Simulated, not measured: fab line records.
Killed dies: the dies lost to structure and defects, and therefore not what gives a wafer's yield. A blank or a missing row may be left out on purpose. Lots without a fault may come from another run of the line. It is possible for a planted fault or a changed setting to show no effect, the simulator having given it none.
One fault seen from 3 desks | flow n5Finfet | only its own numbers are on each desk; what lay behind them is given at the end

== THE DEFECT DESK ==
Inspection counts along the route, by lot: the mean over sampled wafers that carry a number. If a lot's mean is further than 4 standard deviations from the usual mean, the lot is out of limits and carries the mark OUT (the distance appears in the brackets).
Columns: A = rawDefectCount at N5_WELL_APT_INSPECT_10, usual 2.0
lot  | first seen here | A
L268 | day 1 13:53     | 2.0
L270 | day 2 01:53     | 1.7
L271 | day 2 07:46     | 2.7
L273 | day 2 19:44     | 3.3
L275 | day 3 07:44     | 1.7
L276 | day 3 13:44     | 2.7
L277 | day 3 19:53     | 2.0
L280 | day 4 13:44     | 0.7
L283 | day 5 07:47     | 2.0
L288 | day 6 13:38     | 3.0
L290 | day 7 01:52     | 2.3
Result from this desk: across the 11 lots, nothing is out of limits.

== FROM THE METROLOGY DESK ==
Lot by lot, what the gauges showed, no matter which tool ran the lot: averages of those sampled wafers that carry a number. If a lot's mean is further than 4 standard deviations from the usual mean, the lot is out of limits and carries the mark OUT (the distance appears in the brackets). Readings shown: 7 out of 12 (the first out of limits, and those lying furthest out on some lot).
Columns: A = NWELL_OVL at N5_WELL_APT_OVL_MEAS_09, usual 2 nm; B = IOFF_N at N5_BEOL_M4_RC_MEAS_101, usual 0.16 nA/um; C = ION_N at N5_BEOL_M4_RC_MEAS_101, usual 677 uA/um; D = RS_NWELL at N5_BEOL_M4_RC_MEAS_101, usual 1036 ohm/sq; E = SS_P at N5_BEOL_M4_RC_MEAS_101, usual 73.2 mV/dec; F = VT_N at N5_BEOL_M4_RC_MEAS_101, usual 249 mV; G = VT_P at N5_BEOL_M4_RC_MEAS_101, usual -248.9 mV
lot  | first seen here | A  | B    | C   | D             | E    | F   | G
L268 | day 1 13:52     | 2  | 0.15 | 673 | 1031          | 73.0 | 250 | -247.1
L270 | day 2 01:51     | 7  | 0.20 | 691 | 1040          | 73.1 | 247 | -247.8
L271 | day 2 07:44     | -7 | 0.16 | 673 | 1037          | 73.4 | 250 | -250.8
L273 | day 2 19:43     | 8  | 0.19 | 694 | 910 (-21) OUT | 74.1 | 247 | -250.6
L275 | day 3 07:43     | 0  | -    | -   | -             | -    | -   | -
L276 | day 3 13:43     | 3  | 0.15 | 674 | 1037          | 73.4 | 252 | -255.3
L277 | day 3 19:52     | 0  | 0.14 | 667 | 910 (-21) OUT | 73.4 | 251 | -247.1
L280 | day 4 13:43     | 2  | 0.14 | 669 | 1033          | 72.5 | 253 | -249.6
L283 | day 5 07:46     | -4 | 0.17 | 671 | 1037          | 73.2 | 249 | -249.1
L288 | day 6 13:37     | 7  | 0.14 | 672 | 1036          | 72.7 | 251 | -247.8
L290 | day 7 01:50     | 3  | 0.16 | 682 | 1036          | 73.1 | 248 | -246.8
Per this desk, out of limits: L273, L277; the first was L273, day 10 15:43 (RS_NWELL at N5_BEOL_M4_RC_MEAS_101). L268, L270, L271, L275, L276, L280, L283, L288, L290: within limits.

== THE TOOL OWNER'S DESK: implanter-01 ==
The tool's own readings at N5_WELL_APT_IMPLANT_14: means of the sampled wafers that have a number, for each lot that ran on this tool. If a lot's mean is further than 4 standard deviations from the usual mean, the lot is out of limits and carries the mark OUT (the distance appears in the brackets).
Columns: A = doseIonsCm2 at N5_WELL_APT_IMPLANT_14, usual 1.5002e+13; B = faradayCurrentUA at N5_WELL_APT_IMPLANT_14, usual 190; C = rotationDeg at N5_WELL_APT_IMPLANT_14, usual 0.001 degrees
lot  | first seen here | A                            | B             | C
L270 | day 2 02:01     | 1.4997e+13                   | 191           | -0.004
L271 | day 2 07:56     | 1.5032e+13                   | 191           | -0.024
L273 | day 2 20:08     | 1.8971e+13 (+99 or more) OUT | 243 (+14) OUT | -0.015
L275 | day 3 07:56     | 1.8977e+13 (+99 or more) OUT | 237 (+12) OUT | 0.037
L277 | day 3 20:13     | 1.8976e+13 (+99 or more) OUT | 240 (+13) OUT | 0.002
This desk finds L273, L275, L277 out of limits, L273 being first, at day 2 20:08 (doseIonsCm2 at N5_WELL_APT_IMPLANT_14). L270, L271: within limits.

== BROUGHT TOGETHER ==
At day 2 20:08, on L273, L275, L277, the tool owner's desk was in a position to raise an alarm.
The metrology desk could have raised an alarm at day 10 15:43, on L273, L277.
The defect desk saw nothing out of limits.
The defect desk has L273, L275, L277 on record, within its limits.
The metrology desk holds a record of L275, inside its limits.
N5_WELL_APT_IMPLANT_14 was run on implanter-01 by each of the lots named.

== WHAT HAD BEEN PUT IN BY THE SIMULATOR ==
Process parameters drifting: implanter-01 at N5_WELL_APT_IMPLANT_14, beginning at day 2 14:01. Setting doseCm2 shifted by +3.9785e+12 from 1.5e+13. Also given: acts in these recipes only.
Struck lots among those shown: L273, L275, L277.
Time in hours from fault onset to the first out-of-limits reading at each desk: tool owner's desk 6, metrology desk 194.
